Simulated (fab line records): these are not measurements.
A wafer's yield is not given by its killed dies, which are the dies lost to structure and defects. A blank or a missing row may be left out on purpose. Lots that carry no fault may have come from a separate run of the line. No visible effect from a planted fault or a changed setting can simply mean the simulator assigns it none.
A struck lot beside a sound one + flow nand_harc + 14 out of 1302 route steps
Sound: the wafers L944.3, L944.5, L944.6. Wafers struck: L957.3, L957.5, L957.6. The cause is given at the end.
For every step that has rows: the tool of each side, followed by ch and its chambers, followed by its first start. Under that, the readings that differ: sound wafers + struck wafers + difference of the means + sigmas: that difference in standard deviations of wafers without a fault.
alike: words and numbers the same on both sides, and readings whose means are apart by under 2 such deviations; not compared: readings that were withheld, readings missing a value for some wafer, numbers with overlapping values and no deviation given by the record, and bounds like >300 which may hide the same value.
Wherever a step has rows on one side only, a row that says differs or no value, or a row with sigmas, the two part there. Non-overlapping numbers with no deviation appear without sigmas and do not part them. Lack of a reading on every wafer of one side parts them only where that side has two or more wafers.

first, 8 steps without rows for these wafers: NHARC_A_STAIRCASE_HMDS_177 (time 30 s); NHARC_A_STAIRCASE_COAT_178; NHARC_A_STAIRCASE_SOFTBAKE_179 (time 170 s); NHARC_A_STAIRCASE_EBR_180; NHARC_A_STAIRCASE_EXPOSE_181 (exposes mask STAIR 2); NHARC_A_STAIRCASE_PEB_182 (peb time 130 s); NHARC_A_STAIRCASE_DEVELOP_183 (time 140 s); NHARC_A_STAIRCASE_HARDBAKE_185 (time 140 s).
NHARC_A_STAIRCASE_DESCUM_186: chemistry O2, time 3 s.
  sound on rie_diel-07 ch 0,1, day 16 10:49; struck on rie_diel-07 ch 0,1,3, day 21 11:08
  alike: drypump_motor_current_A, oes_product_au, rf_vpp_V, showerhead_plenum_p_Torr, throttle_valve_pct
  not compared: rf_hours_counter_h
NHARC_A_STAIRCASE_TRIM_187: chemistry O2, time 211.2 s.
  sound on rie_diel-07 ch 0,1,3, day 16 10:55; struck on rie_diel-07 ch 1,2,3, day 21 11:14
  alike: chamber_pressure_mTorr, drypump_motor_current_A, oes_product_au, rf_vpp_V, showerhead_plenum_p_Torr, throttle_valve_pct
  not compared: rf_hours_counter_h
NHARC_A_STAIRCASE_ETCH_188: etches the open film in C4F8/O2, target depth 100 nm, time 40.5 s.
  sound on rie_diel-07 ch 0,1,3; struck on rie_diel-07 ch 1,2,3
  alike: bias_w, oes_product_au, rf_vpp_V
  not compared: rf_hours_counter_h
NHARC_A_STAIRCASE_TRIM_189: chemistry O2, time 211.2 s.
  sound on rie_diel-07 ch 0,3, day 16 11:13; struck on rie_diel-07 ch 1,2, day 21 11:27
  no value came back on the struck wafers for any of 7 readings (bias_w (W), chamber_pressure_mTorr (mTorr) and others); on the sound wafers bias_w (W) reads 0 0 0
  not compared: rf_hours_counter_h
NHARC_A_STAIRCASE_ETCH_190: etches the open film in C4F8/O2, target depth 100 nm, time 40.5 s.
  sound on rie_diel-07 ch 0,3; struck on rie_diel-07 ch 0,2,3
  alike: bias_w, oes_product_au, rf_vpp_V
  not compared: rf_hours_counter_h
-- record jumps: 9 days between struck wafers' starts before vs after; left off in module A_STAIRCASE, resumes in module END, first step shown is number 1302 of the route --
NHARC_END_SORT_01:
  here the record holds rows for the struck wafers (prober-02 ch 0, day 30 02:01) but none for the sound ones

WHERE THEY PART
First at NHARC_A_STAIRCASE_TRIM_189; last, within this record, at NHARC_END_SORT_01.

WHY: what the simulator had put in
At NHARC_A_STAIRCASE_TRIM_189, the step was skipped entirely on rie_diel-07 from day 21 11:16 on. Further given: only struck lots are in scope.
